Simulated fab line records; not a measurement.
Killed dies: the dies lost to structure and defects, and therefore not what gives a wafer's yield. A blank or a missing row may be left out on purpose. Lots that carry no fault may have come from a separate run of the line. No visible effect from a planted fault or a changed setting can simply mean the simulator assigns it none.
8D (eight disciplines) problem report, filled in by code -- flow n5-finfet -- the parts of the form that need people (team, actions taken, sign-off) are left out

== 1. WHAT WENT WRONG ==
killed-at-contacts at N5_PASSIVATION_PROBE_49 reads a mean of 1077 on 3 wafers of 3 lots; wafers without a fault read 12 with a standard deviation of 5.8. That is +99 or more standard deviations from the usual mean.
Earliest sighting: wafer L769.5 on prober-02 at day 16 10:28. At this step, 11 wafers from 5 lots have a number in the record. Rule for "out" (also "out of limits"): further than 4 standard deviations from the usual mean. Any other wafer with a number is counted as sound.

== 2. WHAT IT IS, AND WHAT IT ISN'T ==
question,is,is not
which readings at this step,"killed-at-contacts, defect-limited-yield, killed-dies, killed-on-rim, sort_bin_5_function, sort-n-pass, sort-yield-pct","killed_at_M0_to_M3, killed_at_M4_up, killed-at-front-end, killed-at-other, killed-open, killed-short, sort_bin_6_memory, sort_bin_8_speed"
which lots,"L769, L770, L773","L774, L776"
which wafers of those lots,"L769.5, L770.2, L773.2","L769.3, L770.3, L773.4"
read on which tools,"prober-01, prober-02",-
when,from day 16 10:28,"up to then (1 sound wafer); but 7 sound wafers of L770, L773, L774, L776 came after"

== 3. WHAT RULES OUT EACH SUSPECT ==
Counting: any tool at a process step up to the reading remains a suspect provided it ran every lot that is out. Sound lots after the first of them don't rule it out here, since some wafers of a struck lot are sound.
- ald-sin-04 at N5_MOL_CONTACT_COAG_ALD_133 (deposits SiO2, target thk 5 nm, pulse time 1 s, co reactant pulse time 1 s): kept. It ran every lot that is out, first L769 (day 9 01:22).
The count leaves ald-sin-04 at N5_MOL_CONTACT_COAG_ALD_133.

== 4. THE CAUSE (what the simulator had put in) ==
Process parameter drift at N5_MOL_CONTACT_COAG_ALD_133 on ald-sin-04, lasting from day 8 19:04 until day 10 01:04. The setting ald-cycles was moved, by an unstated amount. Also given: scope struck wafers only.
This tool alone remained once counting was done.

== 5. THE EFFECT CHAIN, in route order ==
One row per reading whose mean, taken over the struck wafers that have a number, lies over 3 standard deviations from the usual. Scope: only readings with a usual standard deviation given in the record; hours: median across lots of the time from each lot's start at the first step in this table that gives one to its start at this step; sigmas: change in usual standard deviations.
hours,step,reading,usual,on struck wafers,change,sigmas
0,N5_PASSIVATION_PROBE_49,defect-limited-yield,91.4 %,0.7,-90.7,-57
0,N5_PASSIVATION_PROBE_49,killed-at-contacts,12,1077,+1065,+99 or more
0,N5_PASSIVATION_PROBE_49,killed-dies,102,1172,+1070,+59
0,N5_PASSIVATION_PROBE_49,killed-on-rim,13,151,+138,+33
0,N5_PASSIVATION_PROBE_49,sort_bin_5_function,5.1 %,95.5,+90.4,+94
0,N5_PASSIVATION_PROBE_49,sort-n-pass,1078,8,-1070,-54
0,N5_PASSIVATION_PROBE_49,sort-yield-pct,91.3 %,0.7,-90.6,-53
Its process steps:
- N5_PASSIVATION_PROBE_49

== 6. HOW IT WOULD HAVE BEEN CAUGHT EARLIER ==
In this record no reading fell out of limits until day 16 10:28, 183 hours after the fault had begun at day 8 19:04.
Of the tool readings at N5_MOL_CONTACT_COAG_ALD_133 for which the record gives a usual standard deviation, none was out on any struck wafer, so an alarm limit of 4 standard deviations on them would not have fired.
The start of N5_MOL_CONTACT_COAG_ALD_133 on ald-sin-04 came by day 16 10:28 for every one of the lots that are out (3). Tool hold at that time: it would have spared none of them.
